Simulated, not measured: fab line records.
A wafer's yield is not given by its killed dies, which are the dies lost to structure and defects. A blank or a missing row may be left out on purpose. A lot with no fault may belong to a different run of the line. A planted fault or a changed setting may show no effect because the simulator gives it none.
Chamber matching / flow n5-finfet / N5_BEOL_M10_DEP_56 on pecvd-04: 3 sister chambers
The step deposits SiCN from 3MS/NH3, target thk 15 nm, time 26.5 s. 6 wafers are shown with their chamber, then 10 later ones without.

## WAFERS WITH THEIR CHAMBER
wafer=L085.6; chamber=2; showerhead-plenum-p-Torr (Torr)=3.673; throttle-valve-pct (%)=9.5
wafer=L090.6; chamber=2; showerhead-plenum-p-Torr (Torr)=3.666; throttle-valve-pct (%)=9.3
wafer=L087.4; chamber=1; showerhead-plenum-p-Torr (Torr)=3.655; throttle-valve-pct (%)=9.5
wafer=L087.5; chamber=0; showerhead-plenum-p-Torr (Torr)=3.674; throttle-valve-pct (%)=9.3
wafer=L092.4; chamber=1; showerhead-plenum-p-Torr (Torr)=3.659; throttle-valve-pct (%)=9.4
wafer=L092.5; chamber=0; showerhead-plenum-p-Torr (Torr)=3.679; throttle-valve-pct (%)=9.1

## WAFERS WITHOUT THEIR CHAMBER
wafer=L092.6; showerhead-plenum-p-Torr (Torr)=3.660; throttle-valve-pct (%)=9.5
wafer=L091.1; showerhead-plenum-p-Torr (Torr)=3.644; throttle-valve-pct (%)=9.3
wafer=L091.5; showerhead-plenum-p-Torr (Torr)=3.670; throttle-valve-pct (%)=9.6
wafer=L091.6; showerhead-plenum-p-Torr (Torr)=3.675; throttle-valve-pct (%)=9.1
wafer=L095.1; showerhead-plenum-p-Torr (Torr)=3.661; throttle-valve-pct (%)=9.3
wafer=L095.4; showerhead-plenum-p-Torr (Torr)=3.682; throttle-valve-pct (%)=9.2
wafer=L095.5; showerhead-plenum-p-Torr (Torr)=3.661; throttle-valve-pct (%)=9.2
wafer=L096.2; showerhead-plenum-p-Torr (Torr)=3.661; throttle-valve-pct (%)=9.3
wafer=L096.4; showerhead-plenum-p-Torr (Torr)=3.663; throttle-valve-pct (%)=9.2
wafer=L096.6; showerhead-plenum-p-Torr (Torr)=3.678; throttle-valve-pct (%)=9.4

## THE CHAMBER EACH PASSED THROUGH
wafer=L092.6; from the rows above=can't be placed: 1 or 2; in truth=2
wafer=L091.1; from the rows above=1; in truth=1
wafer=L091.5; from the rows above=can't be placed: 2 or 1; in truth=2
wafer=L091.6; from the rows above=can't be placed: 0 or 2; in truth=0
wafer=L095.1; from the rows above=can't be placed: 1 or 2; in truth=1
wafer=L095.4; from the rows above=0; in truth=0
wafer=L095.5; from the rows above=can't be placed: 1 or 2 or 0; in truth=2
wafer=L096.2; from the rows above=can't be placed: 1 or 2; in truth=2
wafer=L096.4; from the rows above=can't be placed: 2 or 1 or 0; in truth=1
wafer=L096.6; from the rows above=can't be placed: 0 or 2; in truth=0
Correct placement for 2 of the 10. These rows do not allow placing 8 (true chamber among the candidates in 8). 0 placed wrongly.
How it was worked out, from the rows above alone: a wafer's distance from a chamber is the root of the sum, over the readings, of the square of ((its reading less the chamber's mean) divided by the reading's scatter). If the next closest chamber is less than 2 further off than the closest, the wafer can't be placed; otherwise it belongs to the closest. The mean given for a chamber averages the wafers shown for that chamber. The scatter: the root of (the sum of the squares of (reading less its chamber's mean) over the shown wafers, divided by (wafers less chambers)).
